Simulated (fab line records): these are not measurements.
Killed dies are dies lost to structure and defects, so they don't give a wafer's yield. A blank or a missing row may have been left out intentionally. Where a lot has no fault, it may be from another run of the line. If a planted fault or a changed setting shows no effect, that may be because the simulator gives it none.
fab line records	flow n5Finfet
record: lots: 10	wafers: 30	lastDay: 17
route steps=1938 shown HKMG_FIN@388 BEOL_M4@1091 PASSIVATION@1936
lots that met no fault: from a run of the same line without faults
startH: the number of hours between the record's first day and the start of the first shown wafer of the lot	waitH: how many hours have passed since the lot's step before this one	" identical to the entry in the row above	L1.1+2: one row covering several wafers at once	- no value present, or no start provided	* or withheld: withheld	< > ~ a bound
route shown NAME@n: NAME is a module with steps in the file, n the number in the route of the first one	usual: mean/standard deviation taken from wafers without a fault	same: alike in all rows	chamber/n: place in a boat	sites: each site's reading	_std_site: standard deviation across them	_edge_site: outer sites' mean less inner sites'	radiusMm: how far each site lies from the wafer's centre	mask NAME#n: copy n	behind: the tool/chamber that last shaped the wafer	hold: why the lot was held/for how many hours/how that ended	device: whichever transistor did not switch (one of n, p or np)	end of line: at the end of the route, the tests of the same wafers	for a step that has no rows: nothing shown but its recipe	killed: not the wafer's yield, but the dies lost to structure and defects at the first sort	map: per-die view of a wafer (x killed, . not killed, _ where there is no die)
set.NAME: the setting the step ran with; set.NAME@STEP: the setting that earlier step ran with	model.NAME: the simulator's own value behind a step, which no gauge read
a sample of lots followed through the steps of the route, with each step as a table and each wafer as a row
services: a tool's chamber out of use, with start hour (startH, from the record's first day; less than 0 if before it), hours out, and reason
== steps ==
step: N5_HKMG_FIN_ALD_74
recipe: material: La2O3	targetThkA: 5	tempC: 250	aldPrecursorFamily: La-Cp	aldCoReactant: O3	pulseTimeS: 6	coReactantPulseTimeS: 1	purgeTimeS: 3	coReactantPurgeTimeS: 3
usual: heaterPowerW: 342/38	precursorPulseHeightRel: 0.999/0.019
lot.wafer	tool	chamber	startH	waitH	heaterPowerW	precursorPulseHeightRel
L232.1	aldHk-01	1	69.55	0.2	294	0.987
L232.4	"	0	"	"	323	0.997
L232.5	"	1	"	"	289	1.008
L234.2	aldHk-02	2	83.49	0.2	356	1.006
L234.4	"	3	"	"	286	0.960
L234.6	"	2	"	"	357	1.021
L235.2	aldHk-03	0	90.68	0.2	314	0.993
L235.3	"	3	"	"	338	1.001
L235.5	"	2	"	"	330	1.028
L238.2	aldHk-02	1	104.30	0.2	392	0.994
L238.3	"	0	"	"	358	1.012
L238.4	"	2	"	"	360	1.020
L239.3	aldHk-02	1	113.55	0.1	402	1.033
L239.4	"	2	"	"	361	1.006
L239.6	"	1	"	"	399	1.028
L240.1	aldHk-02	3	124.05	0.2	267	1.018
L240.5	"	0	"	"	362	1.014
L240.6	"	1	"	"	408	1.008
L244.1	aldHk-02	0	145.79	0.2	365	0.965
L244.5	"	2	"	"	357	0.990
L244.6	"	3	"	"	274	1.017
L248.2	aldHk-03	1	165.83	0.2	338	0.996
L248.3	"	0	"	"	319	1.006
L248.4	"	2	"	"	330	1.016
L249.2	aldHk-03	1	174.80	0.2	358	1.005
L249.3	"	0	"	"	309	0.976
L249.5	"	3	"	"	342	0.998
L253.1	aldHk-02	1	196.14	0.2	406	1.015
L253.3	"	0	"	"	365	0.980
L253.5	"	3	"	"	272	1.032
step: N5_BEOL_M4_ANNEAL_87
recipe: tempC: 400	timeS: 240	ambient: vacuum
usual: heaterPowerW: 822/85
lot.wafer	tool	chamber	startH	waitH	heaterPowerW
L232.1	pvdSputter-02	-	162.43	0.0	740
L232.4	"	-	"	"	825
L232.5	"	-	"	"	749
L234.2	pvdSputter-02	-	180.27	0.0	909
L234.4	"	-	"	"	761
L234.6	"	-	"	"	748
L235.2	pvdSputter-02	-	183.77	0.0	832
L235.3	"	-	"	"	759
L235.5	"	-	"	"	742
L238.2	pvdSputter-03	-	195.37	0.0	978
L238.3	"	-	"	"	842
L238.4	"	-	"	"	995
L239.3	pvdSputter-02	-	208.06	0.0	749
L239.4	"	-	"	"	839
L239.6	"	-	"	"	808
L240.1	pvdSputter-01	-	210.92	0.0	807
L240.5	"	-	"	"	722
L240.6	"	-	"	"	823
L244.1	pvdSputter-02	-	243.49	0.0	831
L244.5	"	-	"	"	760
L244.6	"	-	"	"	733
L248.2	pvdSputter-03	-	270.62	0.0	745
L248.3	"	-	"	"	853
L248.4	"	-	"	"	1010
L249.2	pvdSputter-03	-	273.69	0.0	734
L249.3	"	-	"	"	1017
L249.5	"	-	"	"	738
L253.1	pvdSputter-02	-	305.26	0.0	828
L253.3	"	-	"	"	740
L253.5	"	-	"	"	722
step: N5_BEOL_M4_CO_CAP_55
recipe: material: Co	targetThkA: 20	tempC: 200	precursor: CCTBA/H2	pressureTorr: 30	timeS: 102.1
usual: heaterPowerW: 248/27
lot.wafer	tool	chamber	startH	waitH	heaterPowerW
L232.1	cvdCo-01	2	164.58	0.0	232
L232.4	"	2	"	"	233
L232.5	"	1	"	"	236
L234.2	cvdCo-01	1	182.17	0.0	238
L234.4	"	2	"	"	235
L234.6	"	0	"	"	214
L235.2	cvdCo-01	1	185.65	0.0	245
L235.3	"	0	"	"	211
L235.5	"	1	"	"	241
L238.2	cvdCo-01	2	197.25	0.0	230
L238.3	"	0	"	"	210
L238.4	"	0	"	"	214
L239.3	cvdCo-02	0	210.40	0.0	267
L239.4	"	2	"	"	296
L239.6	"	1	"	"	254
L240.1	cvdCo-01	2	212.88	0.0	241
L240.5	"	2	"	"	232
L240.6	"	0	"	"	214
L244.1	cvdCo-02	0	245.38	0.0	265
L244.5	"	2	"	"	295
L244.6	"	1	"	"	258
L248.2	cvdCo-01	0	272.51	0.0	218
L248.3	"	2	"	"	239
L248.4	"	0	"	"	213
L249.2	cvdCo-02	1	276.29	0.0	263
L249.3	"	2	"	"	305
L249.5	"	0	"	"	264
L253.1	cvdCo-01	0	307.41	0.0	214
L253.3	"	2	"	"	235
L253.5	"	2	"	"	238
step: N5_BEOL_M4_RS_MEAS_58
recipe: thkMeasGauge: four-point-probe	reads: Co_of_BEOL_M4_CO_CAP_55+Cu_of_BEOL_M4_ECD_50+Co_of_BEOL_M4_CVD_47+TaN_of_BEOL_M4_ALD_84
usual: M4_RS: 0.660/0.026
lot.wafer	tool	chamber	startH	waitH	M4_RS[ohm/sq]
L232.1	filmMetro-02	-	164.77	0.0	0.714
L232.4	"	-	"	"	0.685
L232.5	"	-	"	"	0.653
L234.2	filmMetro-01	-	182.35	0.1	0.711
L234.4	"	-	"	"	0.698
L234.6	"	-	"	"	0.761
L235.2	filmMetro-01	-	185.84	0.1	0.670
L235.3	"	-	"	"	0.700
L235.5	"	-	"	"	0.655
L238.2	filmMetro-02	-	197.44	0.1	0.653
L238.3	"	-	"	"	0.670
L238.4	"	-	"	"	0.672
L239.3	filmMetro-01	-	210.62	0.1	0.633
L239.4	"	-	"	"	0.641
L239.6	"	-	"	"	0.638
L240.1	filmMetro-01	-	213.06	0.0	0.645
L240.5	"	-	"	"	0.665
L240.6	"	-	"	"	0.625
L244.1	filmMetro-01	-	245.56	0.0	0.680
L244.5	"	-	"	"	0.695
L244.6	"	-	"	"	0.676
L248.2	filmMetro-01	-	272.69	0.1	0.608
L248.3	"	-	"	"	0.593
L248.4	"	-	"	"	0.628
L249.2	filmMetro-01	-	276.47	0.1	0.672
L249.3	"	-	"	"	0.644
L249.5	"	-	"	"	0.652
L253.1	filmMetro-02	-	307.60	0.0	0.652
L253.3	"	-	"	"	0.659
L253.5	"	-	"	"	0.641
step: N5_BEOL_M4_RC_MEAS_101
usual: DIBL_N: 36.5/1.4	DIBL_P: 36.9/1.7	IOFF_N: 0.163/0.023	IOFF_P: 0.22/0.032	IOFF_P_85C: 3.8/0.46	IOFF_P_LIN: 0.102/0.012	IOFF_P_LONG: 0.000104/8.6e-06	ION_N: 673/9	ION_P: 462/7.5	SS_N: 71.6/0.54	SS_P: 73.4/0.62	VT_N: 249.8/2.8	VT_N_LVT: 98.5/2.6	VT_P: -250/3.5	VT_P_LONG: -275.5/3
lot.wafer	tool	chamber	startH	waitH	DIBL_N[mV/V]	DIBL_P[mV/V]	IOFF_N[nA/um]	IOFF_P[nA/um]	IOFF_P_85C[nA/um]	IOFF_P_LIN[nA/um]	IOFF_P_LONG[nA/um]	ION_N[uA/um]	ION_P[uA/um]	SS_N[mV/dec]	SS_P[mV/dec]	VT_N[mV]	VT_N_LVT[mV]	VT_P[mV]	VT_P_LONG[mV]
L232.1	prober-02	0	164.82	0.0	35.6	35.4	0.143	0.19	3.3	0.091	9.8e-05	663	459	71.8	73.3	252.3	100.9	-255	-276.4
L232.4	"	0	"	"	36.6	36.4	0.167	0.20	3.6	0.095	9.5e-05	665	450	72.1	73.2	249.5	98.7	-253	-278.8
L232.5	"	0	"	"	35.5	35.4	0.149	0.19	3.3	0.090	9.8e-05	674	461	71.7	72.7	251.7	100.3	-255	-276.2
L234.2	prober-02	0	182.56	0.2	36.8	36.5	0.161	0.26	4.4	0.122	0.00012	684	479	71.6	73.5	249.2	98.9	-243	-269.9
L234.4	"	0	"	"	37.5	36.5	0.173	0.25	4.2	0.115	0.000112	680	475	72.0	73.7	247.9	97.0	-248	-272.3
L234.6	"	0	"	"	38.1	37.9	0.186	0.29	4.7	0.128	0.000118	689	482	71.9	73.7	245.9	97.1	-244	-271.4
L235.2	prober-01	0	186.04	0.2	36.1	37.5	0.159	0.23	3.9	0.105	0.000106	674	469	71.1	73.0	248.9	100.0	-247	-276.4
L235.3	"	0	"	"	37.7	39.1	0.190	0.27	4.4	0.117	0.000105	678	469	71.6	73.6	249.7	97.3	-248	-276.5
L235.5	"	0	"	"	35.5	36.7	0.152	0.22	3.9	0.103	0.000106	677	471	71.4	73.6	253.0	101.0	-252	-275.3
L238.2	prober-01	0	197.64	0.2	35.7	35.3	0.135	0.19	3.3	0.092	9.6e-05	663	459	71.3	73.8	253.6	102.7	-253	-277.6
L238.3	"	0	"	"	37.9	38.6	0.182	0.24	4.0	0.107	0.0001	680	464	71.5	74.6	247.2	97.7	-248	-274.9
L238.4	"	0	"	"	37.6	37.6	0.172	0.22	3.8	0.102	9.7e-05	689	470	71.0	74.1	249.3	98.5	-251	-273.5
L239.3	prober-01	0	210.98	0.3	36.0	35.8	0.153	0.19	3.3	0.088	9.8e-05	673	455	72.0	73.9	249.3	98.4	-253	-278.8
L239.4	"	0	"	"	37.8	37.9	0.184	0.22	3.8	0.099	9.7e-05	667	450	72.8	73.8	247.4	96.6	-251	-278.1
L239.6	"	0	"	"	37.8	37.7	0.179	0.21	3.7	0.095	0.0001	684	457	72.0	73.6	245.8	96.8	-253	-277.4
L240.1	prober-01	0	213.11	0.0	36.0	37.5	0.176	0.25	4.3	0.115	0.000115	676	468	71.8	74.1	248.6	99.0	-244	-271.7
L240.5	"	0	"	"	35.8	37.3	0.174	0.25	4.2	0.116	0.000114	672	469	71.7	74.3	246.6	97.8	-248	-274.0
L240.6	"	0	"	"	36.5	37.8	0.187	0.27	4.5	0.123	0.000113	679	469	73.1	73.4	249.4	98.0	-246	-274.5
L244.1	prober-02	0	245.61	0.0	37.6	38.3	0.190	0.26	4.2	0.113	0.0001	675	466	71.9	73.5	247.7	95.5	-248	-276.4
L244.5	"	0	"	"	35.4	34.8	0.134	0.19	3.3	0.091	9.8e-05	655	447	70.7	72.7	255.9	101.5	-253	-276.0
L244.6	"	0	"	"	36.4	36.9	0.165	0.23	3.9	0.107	0.000102	686	467	71.2	73.6	248.5	96.9	-251	-279.0
L248.2	prober-02	0	272.90	0.2	38.2	39.1	0.202	0.10	2.0	0.045	6.4e-05	680	428	71.1	73.4	245.6	66.9	-273	-301.9
L248.3	"	0	"	"	35.8	36.5	0.160	0.21	3.7	0.103	0.000108	660	454	71.4	72.9	248.4	98.4	-249	-273.8
L248.4	"	0	"	"	35.6	35.4	0.148	0.19	3.4	0.094	0.000108	676	460	71.3	73.3	250.4	98.7	-252	-274.0
L249.2	prober-02	0	276.68	0.2	36.8	38.5	0.174	0.08	1.6	0.038	5.8e-05	686	421	71.9	73.5	247.8	70.9	-277	-305.1
L249.3	"	0	"	"	36.8	38.7	0.182	0.24	4.0	0.107	0.0001	684	470	71.7	73.6	248.8	96.6	-248	-278.3
L249.5	"	0	"	"	37.8	40.1	0.198	0.25	4.2	0.114	0.0001	688	467	72.4	73.6	244.6	95.5	-246	-278.2
L253.1	prober-01	0	307.65	0.0	32.4	32.4	0.116	0.17	3.0	0.087	0.000112	662	457	70.1	72.2	252.3	102.2	-253	-273.8
L253.3	"	0	"	"	33.6	34.1	0.125	0.18	3.2	0.093	0.000112	672	472	70.4	72.7	252.2	101.2	-251	-274.2
L253.5	"	0	"	"	33.5	33.6	0.126	0.17	3.0	0.087	0.000109	670	458	70.2	72.0	247.5	99.9	-254	-277.1
step: N5_PASSIVATION_PROBE_49
usual: defectLimitedYield: 91.2/1.4	killed_at_M0_to_M3: 35/11	killed_at_M4_up: 12/4.2	killedAtContacts: 13/5.6	killedAtFrontEnd: 40/12	killedAtOther: 3.3/2.6	killedDies: 103/17	killedOpen: 68/12	killedShort: 34/7.6	sort_bin_5_function: 5.1/0.95	sort_bin_6_memory: 3.3/0.68	sort_bin_8_speed: 0.00/0.007	sortNPass: 1077/17	sortYieldPct: 91.2/1.4
same: grossDies: 1180	killedAtBackSide: 0	sort_bin_4_leakage[%]: 0
lot.wafer	tool	chamber	startH	waitH	defectLimitedYield[%]	killed_at_M0_to_M3	killed_at_M4_up	killedAtContacts	killedAtFrontEnd	killedAtOther	killedDies	killedOpen	killedShort	sort_bin_5_function[%]	sort_bin_6_memory[%]	sort_bin_8_speed[%]	sortNPass	sortYieldPct[%]
L244.1	prober-02	-	339.91	0.0	89.6	43	17	12	51	0	123	80	38	6.0	3.6	0	1057	89.6
L244.5	prober-02	-	340.11	0.2	91.5	30	15	4	42	9	100	57	43	5.0	3.3	0	1080	91.5
L244.6	prober-02	-	340.16	0.3	90.9	23	15	10	56	3	107	68	37	5.3	3.1	0	1073	90.9
L248.2	prober-02	-	374.79	0.1	90.2	58	5	18	33	2	116	75	38	5.3	3.9	64.92	298	25.3
L248.3	prober-02	-	374.84	0.1	90.4	45	14	20	33	1	113	74	37	4.9	4.4	0	1067	90.4
L248.4	prober-02	-	374.89	0.2	90.3	59	13	12	29	2	115	74	37	6.0	3.0	0	1065	90.3
L249.2	prober-01	-	374.96	0.1	88.6	37	8	19	68	3	135	91	44	6.9	4.1	64.92	279	23.6
L249.3	prober-01	-	375.01	0.1	88.1	50	14	5	68	4	141	98	42	6.4	5.3	0	1039	88.1
L249.5	prober-01	-	375.11	0.2	87.9	67	12	15	46	3	143	86	54	7.5	4.0	0	1037	87.9
killed by level:class
L244.1 STI_FIN_REVEAL:geometricParticle:open=14 BEOL_M0_SAQP:geometricParticle:short=13 BEOL_M0_SAQP:geometricParticle:open=13 BEOL_M4:geometricParticle:open=10 MOL_CONTACT_COAG:geometricParticle:open=9 FIN_SAQP:geometricParticle:open=6 DUMMY_GATE:geometricParticle:open=5 ILD0:geometricParticle:open=4
L244.5 BEOL_M0_SAQP:geometricParticle:short=10 BEOL_M4:geometricParticle:open=9 BEOL_M0_SAQP:geometricParticle:open=9 ILD0:geometricParticle:short=8 STI_FIN_REVEAL:geometricParticle:open=6 ILD0:geometricParticle:open=5 GATE_CUT:geometricParticle:short=4 MOL_CONTACT_COAG:geometricParticle:open=4
L244.6 STI_FIN_REVEAL:geometricParticle:open=14 MOL_CONTACT_COAG:geometricParticle:open=9 FIN_SAQP:geometricParticle:open=8 ILD0:geometricParticle:short=6 GATE_CUT:geometricParticle:short=6 BEOL_M0_SAQP:geometricParticle:open=5 BEOL_M1:geometricParticle:open=5 FIN_SAQP:geometricParticle:short=4
L248.2 BEOL_M1:geometricParticle:open=17 MOL_CONTACT_COAG:geometricParticle:open=15 BEOL_M0_SAQP:geometricParticle:open=11 BEOL_M0:geometricParticle:short=8 BEOL_M0_SAQP:geometricParticle:short=7 STI_FIN_REVEAL:geometricParticle:open=6 GATE_CUT:geometricParticle:short=6 BEOL_M2:geometricParticle:open=6
L248.3 MOL_CONTACT_COAG:geometricParticle:open=17 BEOL_M0_SAQP:geometricParticle:open=16 BEOL_M0_SAQP:geometricParticle:short=13 BEOL_M1:geometricParticle:open=9 GATE_CUT:geometricParticle:short=7 BEOL_M6:geometricParticle:open=7 STI_FIN_REVEAL:geometricParticle:open=6 FIN_SAQP:geometricParticle:open=5
L248.4 BEOL_M0_SAQP:geometricParticle:short=17 BEOL_M0_SAQP:geometricParticle:open=16 BEOL_M1:geometricParticle:open=13 MOL_CONTACT_COAG:geometricParticle:open=8 STI_FIN_REVEAL:geometricParticle:open=5 BEOL_M1:geometricParticle:short=5 BEOL_M8:geometricParticle:open=5 DUMMY_GATE:geometricParticle:open=4
L249.2 STI_FIN_REVEAL:geometricParticle:open=22 FIN_SAQP:geometricParticle:short=15 MOL_CONTACT_COAG:geometricParticle:open=15 BEOL_M0_SAQP:geometricParticle:short=9 BEOL_M2:geometricParticle:open=9 BEOL_M0_SAQP:geometricParticle:open=8 ILD0:geometricParticle:short=5 ILD0:geometricParticle:open=5
L249.3 STI_FIN_REVEAL:geometricParticle:open=26 BEOL_M2:geometricParticle:open=15 BEOL_M0_SAQP:geometricParticle:open=10 STI_FIN_REVEAL:geometricParticle:short=9 FIN_SAQP:geometricParticle:short=8 BEOL_M0_SAQP:geometricParticle:short=7 BEOL_M4:geometricParticle:open=7 FIN_SAQP:geometricParticle:open=6
L249.5 BEOL_M2:geometricParticle:open=25 BEOL_M0_SAQP:geometricParticle:short=15 MOL_CONTACT_COAG:geometricParticle:open=12 FIN_SAQP:geometricParticle:short=11 STI_FIN_REVEAL:geometricParticle:open=11 BEOL_M1:geometricParticle:open=7 GATE_CUT:geometricParticle:short=6 BEOL_M0_SAQP:geometricParticle:open=5
== services ==
tool	chamber	startH	hours	kind
aldHk-03	-	92.02	6.0	pm
pvdSputter-03	-	102.19	3.2	repair
cvdCo-02	1	114.77	-	clean
cvdCo-02	1	114.77	22.0	scheduledDown
cvdCo-02	1	114.77	22.0	ventCycle
pvdSputter-01	-	281.97	1.4	repair
cvdCo-02	1	290.74	2.7	repair
== key ==
firstSign: step: N5_BEOL_M4_RC_MEAS_101	reading: VT_N_LVT	direction: down	sigmas: 11	usual: 98.5	struck: 68.9
effect: step: N5_BEOL_M4_RC_MEAS_101	reading: VT_P_LONG	direction: down	sigmas: 9.4	usual: -275.5	struck: -303.5
effect: step: N5_BEOL_M4_RC_MEAS_101	reading: VT_P	direction: down	sigmas: 7.1	usual: -250	struck: -275
effect: step: N5_BEOL_M4_RC_MEAS_101	reading: IOFF_P_LONG	direction: down	sigmas: 5	usual: 0.000104	struck: 6.1e-05
effect: step: N5_BEOL_M4_RC_MEAS_101	reading: ION_P	direction: down	sigmas: 5	usual: 462	struck: 424
effect: step: N5_BEOL_M4_RC_MEAS_101	reading: IOFF_P_LIN	direction: down	sigmas: 5	usual: 0.102	struck: 0.041
effect: step: N5_BEOL_M4_RC_MEAS_101	reading: IOFF_P_85C	direction: down	sigmas: 4.3	usual: 3.8	struck: 1.8
effect: step: N5_BEOL_M4_RC_MEAS_101	reading: IOFF_P	direction: down	sigmas: 4.1	usual: 0.22	struck: 0.09
effect: step: N5_PASSIVATION_PROBE_49	reading: sort_bin_8_speed	direction: up	sigmas: 99+	usual: 0.00	struck: 64.92
metAt N5_HKMG_FIN_ALD_74
struckLots L248,L249
struckWafers L248.2,L249.2
notActingAt N5_BEOL_M4_ANNEAL_87,N5_BEOL_M4_CO_CAP_55,N5_BEOL_M4_RS_MEAS_58
fault: kind: processParameterDrift	tool: aldHk-03	chamber: 1	onsetH: 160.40	steps: N5_HKMG_FIN_ALD_74	channel: targetThkA	offset: *	shape: step	endH: 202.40	actsIn: *	stated: *
